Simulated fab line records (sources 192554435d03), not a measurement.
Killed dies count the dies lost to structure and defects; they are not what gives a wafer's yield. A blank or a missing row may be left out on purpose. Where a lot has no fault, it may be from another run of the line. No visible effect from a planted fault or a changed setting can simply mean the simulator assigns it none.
fab line records ; flow n5Finfet
record: lots: 6; wafers: 18; lastDay: 18
route steps=1938 shown PASSIVATION@1920 END@1938
lots untouched by any fault: they come from a run of this same line in which no faults occurred
startH: hours from the record's first day to the start of the lot's first wafer shown ; waitH: time in hours since the lot's previous step ; " same as the row above ; L1.1+2: a single row standing in for several wafers ; - no value, or no start given ; * or withheld: withheld ; < > ~ a bound
route shown NAME@n: NAME is a module with steps in the file, n the number in the route of the first one ; usual: mean/standard deviation taken from wafers without a fault ; same: alike in all rows ; chamber/n: place in a boat ; sites: the reading at each site ; _std_site: standard deviation across them ; _edge_site: outer sites' mean less inner sites' ; radiusMm: how far each site lies from the wafer's centre ; mask NAME#n: copy n ; behind: the most recent tool/chamber to have shaped the wafer ; hold: cause of the lot's hold/its duration in hours/its outcome ; device: names the non-switching transistor (n, p or np) ; end of line: tests of these same wafers at the route's end ; step lacking rows: just its recipe ; killed: the dies lost at the first sort to structure and to defects; this is not the yield of the wafer ; map: a wafer's dies, marking killed ones x, the rest . and places with no die _
set.NAME: the setting as run; set.NAME@STEP: as run at that earlier step ; model.NAME: the simulator's own value behind a step, which no gauge read
lots at some steps of the route; a table a step, a row a wafer
services: when a tool's chamber went out of use (startH, in hours from the record's first day, below 0 if earlier), for how many hours, and the reason
== steps ==
step: N5_PASSIVATION_SOFTBAKE_39
recipe: tempC: 110; timeS: 120
step: N5_PASSIVATION_EXPOSE_41
recipe: maskId: PASS_OPEN; na: 0.55; defocusNm: 0; sourceShape: conventional; sigmaOuter: 0.8; polarization: unpolarized; targetCdNm: 40000; doseMj: 57.25
step: N5_PASSIVATION_PEB_42
recipe: pebTempC: withheld; pebTimeS: *
step: N5_PASSIVATION_DEVELOP_43
recipe: developTimeS: 60; rinseLiquid: diw; dry: airSpin; devTempC: 21
step: N5_PASSIVATION_HARDBAKE_45
recipe: tempC: 130; timeS: 120
step: N5_PASSIVATION_CD_MEAS_44
recipe: targetCdNm: 40000; landingEnergyEv: 500; detector: seInlens
usual: cdNm: 39999/3.5
lot.wafer;tool;chamber;startH;waitH;cdNm
L950.1;cdSem-01;0;298.37;-;40002
L950.5;cdSem-01;0;298.37;-;39996
L950.6;cdSem-01;0;298.37;-;40003
L953.2;cdSem-03;0;321.08;-;40001
L953.3;cdSem-03;0;321.08;-;39995
L953.5;cdSem-03;0;321.08;-;39995
L952.2;cdSem-01;0;326.03;-;40003
L952.5;cdSem-01;0;326.03;-;40001
L952.6;cdSem-01;0;326.03;-;39997
L960.1;cdSem-01;0;364.89;-;40001
L960.5;cdSem-01;0;364.89;-;40000
L960.6;cdSem-01;0;364.89;-;39997
L961.1;cdSem-02;0;377.94;-;40007
L961.2;cdSem-02;0;377.94;-;40004
L961.5;cdSem-02;0;377.94;-;39998
L967.3;cdSem-01;0;420.76;-;39999
L967.5;cdSem-01;0;420.76;-;39993
L967.6;cdSem-01;0;420.76;-;40002
step: N5_PASSIVATION_OVL_MEAS_66
recipe: pointsPerWafer: 44
usual: PASS_OPEN_OVL: 3/5.7
lot.wafer;tool;chamber;startH;waitH;PASS_OPEN_OVL[nm]
L950.1;overlay-02;0;298.40;0.0;-7
L950.5;overlay-02;0;298.40;0.0;-4
L950.6;overlay-02;0;298.40;0.0;-2
L953.2;overlay-02;0;321.11;0.0;-2
L953.3;overlay-02;0;321.11;0.0;-8
L953.5;overlay-02;0;321.11;0.0;-5
L952.2;overlay-02;0;326.06;0.0;6
L952.5;overlay-02;0;326.06;0.0;8
L952.6;overlay-02;0;326.06;0.0;16
L960.1;overlay-01;0;364.92;0.0;12
L960.5;overlay-01;0;364.92;0.0;12
L960.6;overlay-01;0;364.92;0.0;11
L961.1;overlay-02;0;377.97;0.0;-6
L961.2;overlay-02;0;377.97;0.0;4
L961.5;overlay-02;0;377.97;0.0;-5
L967.3;overlay-01;0;420.79;0.0;13
L967.5;overlay-01;0;420.79;0.0;-1
L967.6;overlay-01;0;420.79;0.0;-6
step: N5_PASSIVATION_INSPECT_67
recipe: mode: adi; inspectInstrument: macro
usual: rawDefectCount: 2.1/1.5
lot.wafer;tool;chamber;startH;waitH;rawDefectCount
L950.1;defectInspect-02;-;298.42;0.0;2
L950.5;defectInspect-02;-;298.42;0.0;3
L950.6;defectInspect-02;-;298.42;0.0;1
L953.2;defectInspect-01;-;321.13;0.0;1
L953.3;defectInspect-01;-;321.13;0.0;0
L953.5;defectInspect-01;-;321.13;0.0;1
L952.2;defectInspect-01;-;326.08;0.0;4
L952.5;defectInspect-01;-;326.08;0.0;3
L952.6;defectInspect-01;-;326.08;0.0;0
L960.1;defectInspect-01;-;364.95;0.0;1
L960.5;defectInspect-01;-;364.95;0.0;5
L960.6;defectInspect-01;-;364.95;0.0;0
L961.1;defectInspect-02;-;377.99;0.0;1
L961.2;defectInspect-02;-;377.99;0.0;2
L961.5;defectInspect-02;-;377.99;0.0;2
L967.3;defectInspect-02;-;420.82;0.0;3
L967.5;defectInspect-02;-;420.82;0.0;4
L967.6;defectInspect-02;-;420.82;0.0;1
step: N5_PASSIVATION_DESCUM_46
recipe: chemistry: O2; timeS: 7.9; sourcePowerW: 50; biasPowerW: 20; pressureMtorr: 20; rfFrequencyHz: 2.712e+07; tempC: 40; o2FlowSccm: 225
usual: drypumpMotorCurrentA: 5.5/0.48; oesProductAu: 0.80/0.092; rfVppV: 243.3/1.4; showerheadPlenumPTorr: 2.10/0.08; throttleValvePct: 20.42/0.23
lot.wafer;tool;chamber;startH;waitH;drypumpMotorCurrentA;oesProductAu;rfHoursCounterH;rfVppV;showerheadPlenumPTorr;throttleValvePct
L950.1;rieDiel-04;3;298.76;0.3;5.4;0.90;39;244.2;2.13;20.21
L950.5;rieDiel-04;2;298.76;0.3;5.7;0.75;-;242.2;2.01;20.49
L950.6;rieDiel-04;3;298.76;0.3;5.4;0.91;-;245.5;2.13;20.17
L953.2;rieDiel-04;3;321.17;0.0;5.4;0.89;47;243.6;2.13;20.19
L953.3;rieDiel-04;1;321.17;0.0;6.2;0.68;235;243.0;2.07;20.62
L953.5;rieDiel-04;1;321.17;0.0;6.2;0.69;-;243.0;2.07;20.63
L952.2;rieDiel-03;3;326.12;0.0;4.8;0.72;165;241.3;2.11;20.77
L952.5;rieDiel-03;2;326.12;0.0;6.2;0.69;-;242.6;2.05;20.46
L952.6;rieDiel-03;3;326.12;0.0;4.8;0.72;-;244.3;2.11;20.77
L960.1;rieDiel-04;0;364.98;0.0;5.5;0.87;53;245.0;2.12;20.14
L960.5;rieDiel-04;3;364.98;0.0;5.4;0.86;-;242.9;2.12;20.24
L960.6;rieDiel-04;0;364.98;0.0;5.5;0.87;-;244.0;2.12;20.13
L961.1;rieDiel-01;3;378.39;0.4;5.9;0.71;195;242.3;2.08;20.70
L961.2;rieDiel-01;0;378.39;0.4;5.7;0.75;162;243.6;2.01;20.33
L961.5;rieDiel-01;0;378.39;0.4;5.7;0.75;-;242.7;2.01;20.32
L967.3;rieDiel-03;0;420.94;0.1;5.1;0.79;137;245.6;2.19;20.42
L967.5;rieDiel-03;1;420.94;0.1;6.4;0.94;-;241.5;1.97;19.98
L967.6;rieDiel-03;0;420.94;0.1;5.1;0.79;-;245.0;2.19;20.41
step: N5_PASSIVATION_PASS_ETCH_47
recipe: chemistry: CF4/O2; target: SiNx; targetDepthA: 7700; timeS: 385; ionEnergyEv: 100; pressureMtorr: 40; sourceW: 535; biasW: 49; Ar_flow_sccm: 100; cf4FlowSccm: 100; O2_flow_sccm: 10
usual: drypumpMotorCurrentA: 5.5/0.48; oesProductAu: 0.80/0.09; rfVppV: 241/4.5; showerheadPlenumPTorr: 2.21/0.079; throttleValvePct: 15.86/0.21
lot.wafer;tool;chamber;startH;waitH;drypumpMotorCurrentA;oesProductAu;rfHoursCounterH;rfVppV;showerheadPlenumPTorr;throttleValvePct
L950.1;rieDiel-04;3;298.79;0.0;5.4;0.91;39;239;2.24;15.62
L950.5;rieDiel-04;2;298.79;0.0;5.7;0.76;-;246;2.12;15.90
L950.6;rieDiel-04;3;298.79;0.0;5.4;0.90;-;240;2.24;15.62
L953.2;rieDiel-04;3;321.20;0.0;5.4;0.89;47;241;2.24;15.65
L953.3;rieDiel-04;1;321.20;0.0;6.2;0.69;235;242;2.17;16.06
L953.5;rieDiel-04;1;321.20;0.0;6.2;0.69;-;241;2.17;16.07
L952.2;rieDiel-03;3;326.15;0.0;4.8;0.73;165;237;2.20;16.16
L952.5;rieDiel-03;2;326.15;0.0;6.2;0.69;-;243;2.18;16.04
L952.6;rieDiel-03;3;326.15;0.0;4.8;0.73;-;237;2.20;16.15
L960.1;rieDiel-04;0;365.01;0.0;5.5;0.86;53;233;2.25;15.59
L960.5;rieDiel-04;3;365.01;0.0;5.4;0.86;-;240;2.23;15.69
L960.6;rieDiel-04;0;365.01;0.0;5.5;0.87;-;233;2.25;15.61
L961.1;rieDiel-01;3;378.43;0.0;5.9;0.72;195;246;2.19;16.12
L961.2;rieDiel-01;0;378.43;0.0;5.7;0.75;162;237;2.12;15.79
L961.5;rieDiel-01;0;378.43;0.0;5.7;0.75;-;238;2.12;15.81
L967.3;rieDiel-03;0;420.98;0.0;5.1;0.78;137;249;2.32;15.90
L967.5;rieDiel-03;1;420.98;0.0;6.3;0.94;-;243;2.09;15.48
L967.6;rieDiel-03;0;420.98;0.0;5.1;0.79;-;248;2.32;15.89
step: N5_PASSIVATION_ETCH_54
recipe: chemistry: CHF3/O2; target: SiO2; targetDepthA: 8800; CHF3_flow_sccm: 50; O2_flow_sccm: 5; Ar_flow_sccm: 200; timeS: 440; maskMaterial: PR; pressureMtorr: 30; sourceW: 650; biasW: 170; ionEnergyEv: 200
usual: drypumpMotorCurrentA: 5.5/0.48; oesProductAu: 0.80/0.089; rfVppV: 526/9.9; showerheadPlenumPTorr: 2.42/0.089; throttleValvePct: 18.78/0.2
lot.wafer;tool;chamber;startH;waitH;drypumpMotorCurrentA;oesProductAu;rfHoursCounterH;rfVppV;showerheadPlenumPTorr;throttleValvePct
L950.1;rieDiel-04;3;299.02;0.1;5.4;0.90;39;526;2.46;18.62
L950.5;rieDiel-04;2;299.02;0.1;5.7;0.77;-;538;2.32;18.82
L950.6;rieDiel-04;3;299.02;0.1;5.4;0.90;-;527;2.46;18.63
L953.2;rieDiel-04;3;321.43;0.1;5.4;0.89;47;525;2.46;18.64
L953.3;rieDiel-04;1;321.43;0.1;6.2;0.68;235;526;2.38;18.98
L953.5;rieDiel-04;1;321.43;0.1;6.2;0.69;-;525;2.38;19.00
L952.2;rieDiel-03;3;326.38;0.1;4.8;0.73;165;514;2.40;19.04
L952.5;rieDiel-03;2;326.38;0.1;6.2;0.69;-;527;2.40;19.00
L952.6;rieDiel-03;3;326.38;0.1;4.8;0.72;-;514;2.40;19.05
L960.1;rieDiel-04;0;365.24;0.1;5.5;0.86;53;507;2.45;18.53
L960.5;rieDiel-04;3;365.24;0.1;5.4;0.86;-;526;2.45;18.67
L960.6;rieDiel-04;0;365.24;0.1;5.5;0.87;-;507;2.45;18.54
L961.1;rieDiel-01;3;378.66;0.1;5.9;0.72;195;536;2.39;19.03
L961.2;rieDiel-01;0;378.66;0.1;5.6;0.75;163;519;2.30;18.65
L961.5;rieDiel-01;0;378.66;0.1;5.7;0.76;-;517;2.30;18.65
L967.3;rieDiel-03;0;421.20;0.1;5.1;0.79;137;542;2.53;18.81
L967.5;rieDiel-03;1;421.20;0.1;6.3;0.94;-;528;2.27;18.35
L967.6;rieDiel-03;0;421.20;0.1;5.1;0.78;-;542;2.53;18.83
step: N5_PASSIVATION_STRIP_48
recipe: chemistry: O2; powerW: 600; tempC: 60; pressureMtorr: 30; rfFrequencyHz: 6e+07; biasPowerW: 0; overashFraction: 0.5; o2FlowSccm: 225
usual: drypumpMotorCurrentA: 5.5/0.48; oesProductAu: 0.80/0.091; rfVppV: 3.3/2.2; showerheadPlenumPTorr: 2.11/0.08; throttleValvePct: 16.67/0.24
lot.wafer;tool;chamber;startH;waitH;drypumpMotorCurrentA;oesProductAu;rfHoursCounterH;rfVppV;showerheadPlenumPTorr;throttleValvePct
L950.1;rieDiel-04;3;299.31;0.1;5.4;0.90;39;0;2.13;16.42
L950.5;rieDiel-04;2;299.31;0.1;5.7;0.78;-;2.1;2.02;16.68
L950.6;rieDiel-04;3;299.31;0.1;5.4;0.88;-;6.7;2.13;16.42
L953.2;rieDiel-04;3;321.72;0.1;5.4;0.90;47;2.6;2.13;16.48
L953.3;rieDiel-04;1;321.72;0.1;6.2;0.67;235;10.1;2.07;16.79
L953.5;rieDiel-04;1;321.72;0.1;6.3;0.70;-;2.4;2.07;16.87
L952.2;rieDiel-03;3;326.67;0.1;4.8;0.73;166;1.4;2.11;17.04
L952.5;rieDiel-03;2;326.67;0.1;6.2;0.70;-;4.2;2.06;16.81
L952.6;rieDiel-03;3;326.67;0.1;4.9;0.75;-;6.2;2.11;17.02
L960.1;rieDiel-04;0;365.53;0.1;5.5;0.85;53;0.6;2.13;16.32
L960.5;rieDiel-04;3;365.53;0.1;5.4;0.90;-;3.3;2.12;16.49
L960.6;rieDiel-04;0;365.53;0.1;5.5;0.85;-;4.1;2.13;16.32
L961.1;rieDiel-01;3;378.95;0.1;5.9;0.71;195;2.7;2.09;16.98
L961.2;rieDiel-01;0;378.95;0.1;5.7;0.76;163;3.9;2.01;16.61
L961.5;rieDiel-01;0;378.95;0.1;5.7;0.77;-;3.2;2.01;16.60
L967.3;rieDiel-03;0;421.49;0.1;5.0;0.76;137;2.3;2.20;16.61
L967.5;rieDiel-03;1;421.49;0.1;6.3;0.93;-;6.6;1.97;16.21
L967.6;rieDiel-03;0;421.49;0.1;5.1;0.80;-;0.7;2.20;16.74
step: N5_PASSIVATION_STRIP_52
recipe: chemistry: postEtchResidueRemover; timeS: 1200; tempC: 72.5
lot.wafer;tool;chamber;startH;waitH
L950.1+5+6;wetBench-03;5,6,1;299.41;-
L953.2+3+5;wetBench-01;0,1,3;321.79;-
L952.2+5+6;wetBench-03;0,4,7;326.74;-
L960.1+5+6;wetBench-01;1,6,2;365.60;-
L961.1+2+5;wetBench-01;2,0,4;379.01;-
L967.3+5+6;wetBench-03;6,7,0;421.56;-
step: N5_PASSIVATION_CLEAN_71
recipe: chemistry: IPA; timeS: 180; tempC: 25
step: N5_PASSIVATION_SRD_72
recipe: dry: ipaMarangoni; timeS: 30; tempC: 23; rinseLiquid: diw
step: N5_PASSIVATION_ANNEAL_56
recipe: tempC: 400; timeS: 1800; ambient: FGA; idleTempC: 300; rampUpCPerMin: 5; rampDownCPerMin: 3
step: N5_PASSIVATION_PROBE_49
usual: defectLimitedYield: 91.7/1.2; killed_at_M0_to_M3: 33/9.5; killed_at_M4_up: 13/4.9; killedAtContacts: 13/6.6; killedAtFrontEnd: 36/11; killedAtOther: 3.0/2.6; killedDies: 97/14; killedOpen: 65/11; killedShort: 31/6.6; sort_bin_5_function: 4.8/0.82; sort_bin_6_memory: 3.1/0.58; sortNPass: 1083/14; sortYieldPct: 91.7/1.2
same: grossDies: 1180; killedAtBackSide: 0; sort_bin_4_leakage[%]: 0; sort_bin_8_speed[%]: 0
lot.wafer;tool;chamber;startH;waitH;defectLimitedYield[%];killed_at_M0_to_M3;killed_at_M4_up;killedAtContacts;killedAtFrontEnd;killedAtOther;killedDies;killedOpen;killedShort;sort_bin_5_function[%];sort_bin_6_memory[%];sortNPass;sortYieldPct[%]
L960.1;prober-02;-;368.02;0.0;89.3;39;14;25;40;8;126;90;36;6.2;4.2;1054;89.3
L960.5;prober-02;-;368.22;0.2;92.2;34;17;19;20;2;92;63;28;4.1;3.6;1088;92.2
L960.6;prober-02;-;368.27;0.3;80.3;25;7;15;23;163;233;47;23;12.7;3.1;947;80.3
L961.1;prober-02;-;381.44;0.0;78.5;26;11;30;30;157;254;72;29;13.6;4.3;926;78.5
killed by level:class
L960.1 MOL_CONTACT_COAG:geometricParticle:open=19 FIN_SAQP:geometricParticle:open=17 BEOL_M1:geometricParticle:open=12 BEOL_M0_SAQP:geometricParticle:open=10 STI_FIN_REVEAL:geometricParticle:open=8 BEOL_M4:geometricParticle:open=8 FIN_SAQP:geometricParticle:short=6 MOL_CONTACT_COAG:geometricParticle:short=6
L960.5 MOL_CONTACT_COAG:geometricParticle:open=14 BEOL_M4:geometricParticle:open=7 BEOL_M2:geometricParticle:open=6 DUMMY_GATE:geometricParticle:open=6 BEOL_M0_SAQP:geometricParticle:open=6 BEOL_M1:geometricParticle:open=6 MOL_CONTACT_COAG:geometricParticle:short=5 BEOL_M2:geometricParticle:short=5
L960.6 PASSIVATION:unspecified=163 MOL_CONTACT_COAG:geometricParticle:open=12 STI_FIN_REVEAL:geometricParticle:open=7 BEOL_M0_SAQP:geometricParticle:short=6 BEOL_M0_SAQP:geometricParticle:open=6 FIN_SAQP:geometricParticle:open=4 BEOL_M2:geometricParticle:open=4 FIN_SAQP:geometricParticle:short=3
L961.1 PASSIVATION:unspecified=152 MOL_CONTACT_COAG:geometricParticle:open=24 STI_FIN_REVEAL:geometricParticle:open=8 MOL_CONTACT_COAG:geometricParticle:short=6 BEOL_M0_SAQP:geometricParticle:short=6 FIN_SAQP:geometricParticle:short=5 FIN_SAQP:geometricParticle:open=5 BEOL_M3:geometricParticle:open=5
map L960.6 (x killed, . not)
_________________.........x..________________
______________...........x......_____________
___________.....x..........xx......__________
__________xx........................_________
________...x...........x....x........x_______
_______...................x........x...______
______......x..........................._____
_____....................................____
____.x....................................___
___................x...x.........xx........__
___.........................x..............__
__.................x........x.........x....._
__.........x.x...x.....x..................x._
_...................x....x.............x.....
_x..x........................................
_.x..............x...........................
_............x.........x.........x.......x...
_......x...x.................................
_x....x....x.x...............x...x.xx........
_.................x..xxxx.x...............x..
_................x.xxxxxxx...........x.......
__.......x......xxxxxxxxxx.................._
__........x.x.xxxxxxxxxxxxx.........x......._
___..........xxx.xxxxxxxxxx.x........x..x..__
___..........xxxxxxxxxxxxxxx...............__
____.......x.xxxxxxxxxxxxxxxx........x....___
_____.....x..x.xxxxxxxxxxxxxxx.....x.....____
______......xxxxxxxxxxxxxxxxx.x........._____
_______..x.....xxxxxxxxxxxxxxxx........______
________.......xxxxxxxxxxxx.x........._______
__________......x.xxxxxxxxx...xx...._________
___________.......xxxxxxx..........__________
______________.x..x....xx......._____________
_________________.xx..x......________________
map L961.1 (x killed, . not)
_________________............________________
______________....x..........x.x_____________
___________.............x..........__________
__________.........................._________
________...........xx................._______
_______.....x.............x............______
______.........x..x........x....x......x_____
_____........x.....x.........x.x...x.....____
____.............x......x.................___
___....................x...............x...__
___..............x..........x..x.......x...__
__...............xx.........x..x............_
__........xxx......x............x.........xx_
_...x............x.................x.........
_......xx.......x....x..x.........x..........
_.x.x...x.............x...x..................
_...x.......x.....xx....x..........x.x.x.....
_...........x................................
_.................x....x.......x.x...........
_.........x....x..xxxx.x..................x..
_x....x..........x.x.x.xxxx..xx..............
__.....x........x.xxxxxxxxx..x........x..x.._
__.........x.x..xxxxxxxxxx.x................_
___..x..x.x...xxxxxxxxxxxxxx.....x.x.x....x__
___x.x...x...xxxxxxxxxxxxxx.x..............__
____x.........xxxxxxxxxxxxxx..x...........___
_____x........xxxxxxxxxxxxxxxx...........____
______...x....xxxxxxxxxxxxxx.x......x..._____
_______......xxxxxxxxxxxxxxx..x........______
________....x..xxxxxxxxxxxxxx.x......._______
__________.x.xx..xxxxxxxx.x.......x._________
___________.......xxxxx............__________
______________........xxx......._____________
_________________...x....x...________________
step: N5_PASSIVATION_INSPECT_57
recipe: inspectInstrument: macro; mode: outgoing
usual: rawDefectCount: 2.0/1.3
lot.wafer;tool;chamber;startH;waitH;rawDefectCount
L950.1;defectInspect-02;-;302.66;0.0;1
L950.5;defectInspect-02;-;302.66;0.0;2
L950.6;defectInspect-02;-;302.66;0.0;2
L953.2;defectInspect-02;-;324.60;0.0;4
L953.3;defectInspect-02;-;324.60;0.0;1
L953.5;defectInspect-02;-;324.60;0.0;1
L952.2;defectInspect-01;-;329.51;0.0;3
L952.5;defectInspect-01;-;329.51;0.0;2
L952.6;defectInspect-01;-;329.51;0.0;4
L960.1;defectInspect-01;-;368.37;0.0;1
L960.5;defectInspect-01;-;368.37;0.0;2
L960.6;defectInspect-01;-;368.37;0.0;>300
L961.1;defectInspect-02;-;381.79;0.0;>300
L961.2;defectInspect-02;-;381.79;0.0;3
L961.5;defectInspect-02;-;381.79;0.0;1
L967.3;defectInspect-01;-;424.35;0.0;1
L967.5;defectInspect-01;-;424.35;0.0;0
L967.6;defectInspect-01;-;424.35;0.0;6
== services ==
tool;chamber;startH;hours;kind
rieDiel-04;2;301.40;10.4;repair
rieDiel-04;0;305.53;5.1;repair
rieDiel-01;3;348.02;13.9;repair
rieDiel-04;1;359.79;-;clean
rieDiel-04;1;359.79;-;consumableReplace:focusRing
rieDiel-04;1;359.79;16.8;scheduledDown
rieDiel-04;1;359.79;16.8;ventCycle
rieDiel-03;1;366.23;4.5;repair
rieDiel-04;-;377.07;2.3;repair
rieDiel-03;1;385.11;-;clean
rieDiel-03;1;385.11;-;consumableReplace:focusRing
rieDiel-03;1;385.11;12.6;scheduledDown
rieDiel-03;1;385.11;12.6;ventCycle
rieDiel-03;2;398.14;-;clean
rieDiel-03;2;398.14;-;consumableReplace:esc
rieDiel-03;2;398.14;-;consumableReplace:focusRing
rieDiel-03;2;398.14;22.1;scheduledDown
rieDiel-03;2;398.14;22.1;ventCycle
rieDiel-03;0;414.69;3.5;repair
== key ==
firstSign: step: N5_PASSIVATION_PROBE_49; reading: killedAtOther; direction: up; sigmas: 61; usual: 3.0; struck: 160
effect: step: N5_PASSIVATION_PROBE_49; reading: defectLimitedYield; direction: down; sigmas: 10; usual: 91.7; struck: 79.4
effect: step: N5_PASSIVATION_INSPECT_57; reading: rawDefectCount; direction: up; sigmas: 99+; usual: 2.0; struck: >300
moreKillsBornAt: N5_PASSIVATION_STRIP_52@wetBench-01: 315
metAt N5_PASSIVATION_STRIP_52
struckWafers L960.6,L961.1
fault: kind: chamberParticleSource; tool: wetBench-01; chamber: 2; onsetH: 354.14; steps: N5_PASSIVATION_STRIP_52; ratePerVisitCm2: 1.6117; endH: 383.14
